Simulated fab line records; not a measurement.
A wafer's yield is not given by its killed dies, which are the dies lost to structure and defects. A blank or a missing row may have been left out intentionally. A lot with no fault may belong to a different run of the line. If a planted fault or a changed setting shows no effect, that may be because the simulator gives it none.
Matching of chambers	flow nand harc	NHARC_P_CONTACT_CMP_24 on cmp-02 has 4 sister chambers
The step polishes, t overpolish 30 s, target thk 200 nm. 4 wafers are shown with their chamber, then 12 later ones without.

== WAFERS WITH THEIR CHAMBER ==
wafer	chamber	motor current A (A)
L084.3	0	12.9
L093.1	2	10.6
L093.2	1	13.0
L093.6	3	10.7

== WAFERS WHOSE CHAMBER IS MISSING ==
wafer	motor current A (A)
L092.2	11.2
L092.5	10.9
L092.6	10.5
L094.3	12.6
L094.4	12.4
L094.6	13.0
L096.2	13.2
L096.3	12.5
L096.4	10.8
L097.1	13.1
L097.4	11.2
L097.5	11.1

== THE CHAMBER EACH PASSED THROUGH ==
wafer	from the rows above	in truth
L092.2	can't be placed: 3 or 2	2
L092.5	can't be placed: 3 or 2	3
L092.6	can't be placed: 2 or 3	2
L094.3	can't be placed: 0 or 1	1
L094.4	can't be placed: 0 or 1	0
L094.6	can't be placed: 1 or 0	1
L096.2	can't be placed: 1 or 0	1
L096.3	can't be placed: 0 or 1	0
L096.4	can't be placed: 3 or 2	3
L097.1	can't be placed: 1 or 0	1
L097.4	can't be placed: 3 or 2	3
L097.5	can't be placed: 3 or 2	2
Correct placement for 0 of the 12. These rows do not allow placing 12 (true chamber among the candidates in 12). Wrongly placed: 0.
How it was worked out, from the rows above alone: a wafer's distance from a chamber is the root of the sum, over the readings, of the square of ((its reading less the chamber's mean) divided by the reading's scatter). If the next closest chamber is less than 2 further off than the closest, the wafer can't be placed; otherwise it belongs to the closest. Each chamber's mean is taken over the wafers shown for it. The scatter (one wafer shown for each chamber): square how far every hidden wafer sits from the nearest shown wafer, average those squares and take the square root.
